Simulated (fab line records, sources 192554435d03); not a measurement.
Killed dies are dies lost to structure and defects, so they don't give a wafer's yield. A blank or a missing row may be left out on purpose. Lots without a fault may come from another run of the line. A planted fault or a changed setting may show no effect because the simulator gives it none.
fab line records | flow n5_finfet
record lots=11 wafers=33 last_day=20
route steps=1938 shown BEOL_M9@1460 PAD_METAL@1896 PASSIVATION@1911
lots that met no fault: from a run of the same line without faults
start_h: hours from the record's first day to the start of the lot's first wafer shown | wait_h: hours since the lot's step before | " the same as in the row above | L1.1+2: a row that stands for several wafers | - no value, or no start given | * or withheld: withheld | < > ~ a bound
route shown NAME@n: a module of which the file shows steps, and the number in the route of the first | usual: mean/standard deviation of fault-free wafers | same: alike in all rows | chamber/n: place in a boat | sites: the reading at each site | _std_site: their standard deviation | _edge_site: outer sites' mean less inner sites' | radius_mm: how far each site lies from the wafer's centre | mask NAME#n: copy n | behind: the tool/chamber that last shaped the wafer | hold: why the lot was held/for how many hours/how that ended | device: the transistor (n, p or np) that didn't switch | end of line: the same wafers' tests at the end of the route | a step without rows: its recipe alone | killed: dies lost to structure and defects at the first sort, not the wafer's yield | map: a wafer's dies, x killed, . not, _ none there
set.NAME: the setting as run; set.NAME@STEP: as run at that earlier step | model.NAME: the simulator's own value behind a step, which no gauge read
steps of the route over a sample of lots; a table a step, a row a wafer
services: from which hour (start_h, from the record's first day; less than 0 if before it) a tool's chamber was out of use, for how many hours, and why
## steps
# step N5_BEOL_M9_CVD_78
# recipe material=Co target_thk_a=20 temp_c=withheld precursor=CCTBA/H2 pressure_torr=30 time_s=138.9
# columns lot.wafer tool chamber start_h wait_h
L951.1+3+5 cvd_co-02 1,0,2 283.63 0.4
L949.1+2+4 cvd_co-02 1,0,1 284.15 0.1
L952.3+5+6 cvd_co-02 0,0,1 287.24 0.1
L958.2+3+6 cvd_co-02 1,0,0 329.47 0.1
L961.2+4+5 cvd_co-02 0,0,2 339.80 0.0
L963.1+4+5 cvd_co-01 0,1,0 369.32 0.0
L966.1+3+5 cvd_co-01 2,0,1 372.62 0.0
L969.1+2+3 cvd_co-02 1,0,2 399.84 0.0
L968.1+2+4 cvd_co-02 0,1,1 406.61 0.1
L970.4+5+6 cvd_co-02 0,2,1 414.51 0.1
L967.1+4+5 cvd_co-02 2,1,0 419.75 0.2
# step N5_PASSIVATION_AL_DEP_21
# recipe material=Al target_thk_a=28000 temp_c=400 time_s=170 power_w=30000 chamber_pressure_pa=0.4 gas=Ar
# usual throttle_valve_pct=29.6/1
# columns lot.wafer tool chamber start_h wait_h throttle_valve_pct
L949.1 pvd_sputter-02 - 335.69 0.1 28.8
L949.2 " - " " 30.1
L949.4 " - " " 29.7
L951.1 pvd_sputter-03 - 342.68 0.1 28.9
L951.3 " - " " 30.4
L951.5 " - " " 30.6
L952.3 pvd_sputter-03 - 343.37 0.1 27.9
L952.5 " - " " 28.9
L952.6 " - " " 27.7
L958.2 pvd_sputter-01 - 379.59 0.1 28.9
L958.3 " - " " 28.5
L958.6 " - " " 31.1
L961.2 pvd_sputter-03 - 390.05 0.1 29.3
L961.4 " - " " 30.7
L961.5 " - " " 29.2
L966.1 pvd_sputter-02 - 429.47 0.1 28.7
L966.3 " - " " 29.7
L966.5 " - " " 31.1
L963.1 pvd_sputter-03 - 432.47 0.1 29.1
L963.4 " - " " 29.3
L963.5 " - " " 30.6
L968.1 pvd_sputter-02 - 455.99 0.1 30.0
L968.2 " - " " 30.3
L968.4 " - " " 28.7
L969.1 pvd_sputter-01 - 457.34 0.1 28.3
L969.2 " - " " 31.3
L969.3 " - " " 29.0
L970.4 pvd_sputter-01 - 463.72 0.1 28.4
L970.5 " - " " 28.4
L970.6 " - " " 29.1
L967.1 pvd_sputter-03 - 473.29 0.1 29.3
L967.4 " - " " 29.0
L967.5 " - " " 30.4
# step N5_PASSIVATION_STRIP_34
# recipe chemistry=O2 power_w=600 temp_c=60 pressure_mtorr=30 rf_frequency_hz=6e+07 bias_power_w=0 overash_fraction=2 o2_flow_sccm=225
# usual drypump_motor_current_A=5.8/0.4 o2_flow_sccm=225.1/0.65 oes_product_au=0.79/0.087 rf_vpp_V=3.6/1.6 showerhead_plenum_p_Torr=2.11/0.051 throttle_valve_pct=16.70/0.19
# same overash_fraction=2
# columns lot.wafer tool chamber start_h wait_h drypump_motor_current_A o2_flow_sccm oes_product_au rf_hours_counter_h rf_vpp_V showerhead_plenum_p_Torr throttle_valve_pct
L949.1 rie_diel-01 1 336.93 0.1 5.8 226.2 0.78 135 2.9 2.11 16.71
L949.2 " 2 " " 6.2 225.7 0.77 116 3.7 2.02 16.84
L949.4 " 0 " " 5.7 225.0 0.80 111 2.0 2.20 16.79
L951.1 rie_diel-06 2 344.55 0.2 5.1 224.6 0.70 227 2.2 2.17 16.70
L951.3 " 1 " " 5.7 224.4 0.79 115 2.6 2.11 16.71
L951.5 " 0 " " 6.0 224.7 0.70 - 2.1 2.07 17.00
L952.3 rie_diel-06 2 344.66 0.1 5.0 225.1 0.70 227 3.6 2.17 16.72
L952.5 " 1 " " 5.7 224.4 0.81 - 3.7 2.11 16.81
L952.6 " 0 " " 5.9 225.4 0.69 - 3.8 2.07 17.02
L958.2 rie_diel-04 1 380.83 0.2 5.3 224.8 0.75 166 2.7 2.08 16.47
L958.3 " 0 " " 6.4 224.6 0.82 79 2.4 2.21 16.64
L958.6 " 0 " " 6.4 224.7 0.81 - 0.6 2.21 16.66
L961.2 rie_diel-06 2 391.34 0.1 5.1 223.9 0.69 245 3.0 2.16 16.71
L961.4 " 2 " " 5.1 224.7 0.66 - 5.9 2.16 16.74
L961.5 " 3 " " 5.9 225.0 0.70 - 2.8 2.08 16.85
L966.1 rie_diel-04 1 431.00 0.3 5.3 225.5 0.73 184 2.1 2.08 16.54
L966.3 " 2 " " 5.4 225.3 0.87 32 5.4 2.14 16.91
L966.5 " 2 " " 5.5 225.2 0.89 - 2.6 2.14 16.86
L963.1 rie_diel-06 1 433.72 0.1 5.7 225.1 0.74 152 4.0 2.09 16.80
L963.4 " 1 " " 5.7 224.3 0.76 - 3.1 2.09 16.87
L963.5 " 2 " " 5.0 224.7 1.02 - 5.2 2.16 16.29
L968.1 rie_diel-06 0 457.16 0.1 5.9 226.1 0.87 18 3.2 2.05 16.55
L968.2 " 1 " " 5.8 224.6 0.72 161 6.1 2.09 16.86
L968.4 " 3 " " 5.9 224.6 0.68 238 4.0 2.07 16.85
L969.1 rie_diel-06 1 458.95 0.2 5.8 225.3 0.73 162 4.5 2.09 16.81
L969.2 " 0 " " 5.9 225.4 0.90 19 1.8 2.05 16.62
L969.3 " 2 " " 5.1 225.8 0.97 10 2.7 2.15 16.28
L970.4 rie_diel-04 3 465.01 0.1 6.5 224.5 0.91 17 4.4 2.15 16.24
L970.5 " 2 " " 5.5 224.0 0.89 - 3.5 2.13 16.85
L970.6 " 1 " " 5.3 225.4 0.71 - 3.8 2.07 16.58
L967.1 rie_diel-04 3 474.45 0.1 6.4 224.5 0.91 21 1.8 2.15 16.23
L967.4 " 2 " " 5.4 225.6 0.86 47 1.6 2.13 16.89
L967.5 " 2 " " 5.4 225.3 0.89 - 3.6 2.13 16.88
# step N5_PASSIVATION_STRIP_48
# recipe chemistry=O2 power_w=600 temp_c=60 pressure_mtorr=30 rf_frequency_hz=6e+07 bias_power_w=0 overash_fraction=0.5 o2_flow_sccm=225
# usual drypump_motor_current_A=5.8/0.42 o2_flow_sccm=225.1/0.7 oes_product_au=0.77/0.081 rf_vpp_V=3.7/2.5 showerhead_plenum_p_Torr=2.12/0.053 throttle_valve_pct=16.71/0.2
# same overash_fraction=0.5
# columns lot.wafer tool chamber start_h wait_h drypump_motor_current_A o2_flow_sccm oes_product_au rf_hours_counter_h rf_vpp_V showerhead_plenum_p_Torr throttle_valve_pct
L949.1 rie_diel-01 0 338.83 0.1 5.7 226.3 0.85 112 3.3 2.20 16.68
L949.2 " 3 " " 5.6 226.3 0.67 189 0.7 2.08 16.93
L949.4 " 0 " " 5.8 225.0 0.79 - 1.8 2.20 16.77
L951.1 rie_diel-06 0 346.28 0.1 5.9 225.4 0.69 239 0.5 2.06 16.97
L951.3 " 3 " " 5.9 225.6 0.70 196 7.4 2.09 16.75
L951.5 " 0 " " 5.9 225.3 0.69 - 1.8 2.06 16.95
L952.3 rie_diel-01 2 346.64 0.1 6.1 225.1 0.77 121 6.2 2.02 16.75
L952.5 " 0 " " 5.7 225.7 0.79 - 5.7 2.20 16.74
L952.6 " 3 " " 5.6 224.7 0.71 - 2.0 2.08 16.83
L958.2 rie_diel-04 1 382.64 0.1 5.3 226.1 0.72 167 6.4 2.08 16.51
L958.3 " 0 " " 6.4 223.9 0.79 80 2.0 2.21 16.63
L958.6 " 0 " " 6.4 224.2 0.84 - 2.0 2.21 16.62
L961.2 rie_diel-06 3 393.32 0.1 5.9 225.3 0.70 214 2.0 2.08 16.86
L961.4 " 2 " " 5.1 225.1 0.68 - 2.4 2.16 16.71
L961.5 " 3 " " 5.9 225.7 0.70 - 2.3 2.08 16.78
L966.1 rie_diel-01 3 433.06 0.1 5.6 225.0 0.70 222 3.5 2.07 16.93
L966.3 " 0 " " 5.7 225.2 0.77 150 2.8 2.18 16.76
L966.5 " 0 " " 5.7 225.6 0.76 - 0.8 2.18 16.82
L963.1 rie_diel-01 1 435.52 0.1 5.7 224.8 0.70 172 2.9 2.09 16.84
L963.4 " 3 " " 5.7 224.7 0.68 224 1.9 2.07 16.95
L963.5 " 0 " " 5.7 224.1 0.76 - 9.8 2.18 16.87
L968.1 rie_diel-04 2 459.00 0.1 5.4 224.4 0.86 41 4.4 2.13 16.87
L968.2 " 1 " " 5.3 225.0 0.69 193 3.6 2.07 16.52
L968.4 " 0 " " 6.4 224.9 0.78 101 4.0 2.20 16.69
L969.1 rie_diel-06 2 461.01 0.1 5.1 226.3 0.99 11 4.4 2.15 16.30
L969.2 " 1 " " 5.7 225.7 0.74 163 1.2 2.09 16.90
L969.3 " 0 " " 6.0 225.2 0.92 20 4.6 2.05 16.57
L970.4 rie_diel-06 0 466.70 0.1 5.9 224.1 0.89 23 5.5 2.05 16.58
L970.5 " 0 " " 6.0 224.4 0.89 - 3.4 2.05 16.58
L970.6 " 3 " " 5.9 225.3 0.68 - 6.0 2.07 16.83
L967.1 rie_diel-04 3 476.14 0.1 6.5 224.4 0.88 21 3.8 2.15 16.19
L967.4 " 0 " " 6.4 224.1 0.79 106 1.4 2.20 16.66
L967.5 " 3 " " 6.5 224.4 0.89 - 12.5 2.15 16.26
# step N5_PASSIVATION_PROBE_49
# usual defect_limited_yield=91.2/1.3 killed_at_M0_to_M3=34/9.2 killed_at_M4_up=14/5 killed_at_contacts=13/6.7 killed_at_front_end=39/12 killed_at_other=4/3.3 killed_dies=104/15 killed_on_rim=14/3.7 killed_open=68/12 killed_short=34/7.5 sort_bin_5_function=5.2/0.87 sort_bin_6_memory=3.3/0.63 sort_n_pass=1076/15 sort_yield_pct=91.2/1.3
# same gross_dies=1180 killed_at_back_side=0 sort_bin_4_leakage[%]=0 sort_bin_8_speed[%]=0
# columns lot.wafer tool chamber start_h wait_h defect_limited_yield[%] killed_at_M0_to_M3 killed_at_M4_up killed_at_contacts killed_at_front_end killed_at_other killed_dies killed_on_rim killed_open killed_short sort_bin_5_function[%] sort_bin_6_memory[%] sort_n_pass sort_yield_pct[%]
L958.2 prober-02 - 385.19 0.1 92.4 15 17 20 36 2 90 13 70 19 4.7 2.8 1090 92.4
L958.3 prober-02 - 385.24 0.1 80.9 34 142 19 29 1 225 15 57 37 11.1 4.7 955 80.9
L958.6 prober-02 - 385.39 0.3 79.3 18 158 9 58 1 244 20 79 23 13.1 4.6 936 79.3
L961.2 prober-02 - 395.86 0.1 80.3 31 141 8 50 3 233 20 50 49 11.4 4.2 947 80.3
L961.4 prober-02 - 395.96 0.2 80.8 25 149 21 26 6 227 14 59 25 11.8 3.9 953 80.8
L961.5 prober-02 - 396.01 0.2 92.6 16 9 23 33 6 87 8 55 31 4.6 2.5 1093 92.6
L966.1 prober-01 - 435.61 0.0 91.5 37 12 20 25 6 100 12 66 28 5.1 2.9 1080 91.5
L966.3 prober-01 - 435.71 0.1 91.9 42 16 4 30 3 95 7 67 27 4.9 2.8 1085 91.9
L966.5 prober-01 - 435.81 0.2 92.9 27 21 11 22 3 84 13 66 13 4.2 2.8 1096 92.9
# killed by level:class
L958.2 MOL_CONTACT_COAG:geometric_particle:open=18 FIN_SAQP:geometric_particle:open=13 BEOL_M4:geometric_particle:open=9 STI_FIN_REVEAL:geometric_particle:open=5 DUMMY_GATE:geometric_particle:open=5 BEOL_M3:geometric_particle:open=4 FIN_SAQP:geometric_particle:short=3 BEOL_M0:geometric_particle:open=3
L958.3 BEOL_M9:unspecified=131 MOL_CONTACT_COAG:geometric_particle:open=11 FIN_SAQP:geometric_particle:open=10 MOL_CONTACT_COAG:geometric_particle:short=8 BEOL_M3:geometric_particle:open=7 DUMMY_GATE:geometric_particle:open=6 BEOL_M0_SAQP:geometric_particle:short=5 BEOL_M2:geometric_particle:open=5
L958.6 BEOL_M9:unspecified=139 FIN_SAQP:geometric_particle:open=25 BEOL_M4:geometric_particle:open=10 STI_FIN_REVEAL:geometric_particle:open=8 DUMMY_GATE:geometric_particle:open=7 MOL_CONTACT_COAG:geometric_particle:open=7 BEOL_M0_SAQP:geometric_particle:open=6 DUMMY_GATE:geometric_particle:short=4
L961.2 BEOL_M9:unspecified=132 FIN_SAQP:geometric_particle:short=24 FIN_SAQP:geometric_particle:open=13 BEOL_M0_SAQP:geometric_particle:short=8 MOL_CONTACT_COAG:geometric_particle:open=6 BEOL_M0_SAQP:geometric_particle:open=6 BEOL_M2:geometric_particle:open=4 DUMMY_GATE:geometric_particle:open=3
L961.4 BEOL_M9:unspecified=142 MOL_CONTACT_COAG:geometric_particle:open=19 FIN_SAQP:geometric_particle:open=8 BEOL_M0_SAQP:geometric_particle:open=7 BEOL_M1:geometric_particle:open=6 STI_FIN_REVEAL:geometric_particle:open=4 BEOL_M0_SAQP:geometric_particle:short=4 PAD_METAL:geometric_particle:short=4
L961.5 MOL_CONTACT_COAG:geometric_particle:open=17 FIN_SAQP:geometric_particle:open=13 FIN_SAQP:geometric_particle:short=8 MOL_CONTACT_COAG:geometric_particle:short=6 BEOL_M3:geometric_particle:short=4 STI_FIN_REVEAL:geometric_particle:short=3 DUMMY_GATE:geometric_particle:open=3 MIM_TOP:geometric_particle:open=3
L966.1 MOL_CONTACT_COAG:geometric_particle:open=17 BEOL_M0_SAQP:geometric_particle:open=10 BEOL_M3:geometric_particle:open=7 STI_FIN_REVEAL:geometric_particle:open=5 BEOL_M0_SAQP:geometric_particle:short=5 FIN_SAQP:geometric_particle:open=4 FIN_SAQP:geometric_particle:short=4 BEOL_M1:geometric_particle:open=4
L966.3 STI_FIN_REVEAL:geometric_particle:open=12 BEOL_M2:geometric_particle:open=12 BEOL_M0_SAQP:geometric_particle:short=9 BEOL_M3:geometric_particle:open=9 BEOL_M1:geometric_particle:open=5 BEOL_M5:geometric_particle:open=5 MOL_CONTACT_COAG:geometric_particle:open=4 GATE_CUT:geometric_particle:short=3
L966.5 MOL_CONTACT_COAG:geometric_particle:open=11 BEOL_M3:geometric_particle:open=11 STI_FIN_REVEAL:geometric_particle:open=10 BEOL_M4:geometric_particle:open=10 BEOL_M5:geometric_particle:open=6 BEOL_M1:geometric_particle:open=5 FIN_SAQP:geometric_particle:open=3 DUMMY_GATE:geometric_particle:open=3
## services
# columns tool chamber start_h hours kind
rie_diel-04 3 260.32 20.8 repair
cvd_co-01 - 266.85 28.1 pm
rie_diel-06 1 301.28 8.3 repair
rie_diel-06 - 310.71 2.8 pm
rie_diel-01 0 311.39 14.6 repair
rie_diel-01 1 323.83 2.3 repair
rie_diel-04 0 328.48 9.2 repair
rie_diel-01 1 337.50 9.0 repair
cvd_co-02 - 340.26 0.7 repair
rie_diel-01 3 376.33 6.9 repair
rie_diel-06 0 377.94 8.3 repair
rie_diel-01 2 397.61 35.8 repair
rie_diel-06 2 401.88 2.7 repair
cvd_co-02 - 407.08 0.7 repair
cvd_co-01 - 413.36 6.9 pm
rie_diel-06 1 416.73 1.6 repair
rie_diel-01 3 424.27 7.3 repair
rie_diel-06 3 429.08 5.5 repair
rie_diel-04 0 429.94 6.2 repair
cvd_co-02 - 437.72 0.7 repair
cvd_co-02 - 443.63 6.9 pm
pvd_sputter-02 - 444.70 7.5 repair
cvd_co-01 - 471.05 0.9 repair
rie_diel-01 3 475.76 1.9 repair
## key
first_sign step=N5_PASSIVATION_PROBE_49 reading=killed_at_M4_up direction=up sigmas=26 usual=14 struck=148
effect step=N5_PASSIVATION_PROBE_49 reading=defect_limited_yield direction=down sigmas=8.4 usual=91.2 struck=80.3
more_kills_born_at N5_BEOL_M9_CVD_78@cvd_co-02=544
met_at N5_BEOL_M9_CVD_78
struck_lots L958,L961
struck_wafers L958.3,L958.6,L961.2,L961.4
not_acting_at N5_PASSIVATION_AL_DEP_21,N5_PASSIVATION_STRIP_34,N5_PASSIVATION_STRIP_48
onset_between 287.24 329.47
fault kind=chamber_particle_source tool=cvd_co-02 chamber=0 onset_h=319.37 steps=N5_BEOL_M9_CVD_78 rate_per_visit_cm2=1.3872 end_h=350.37
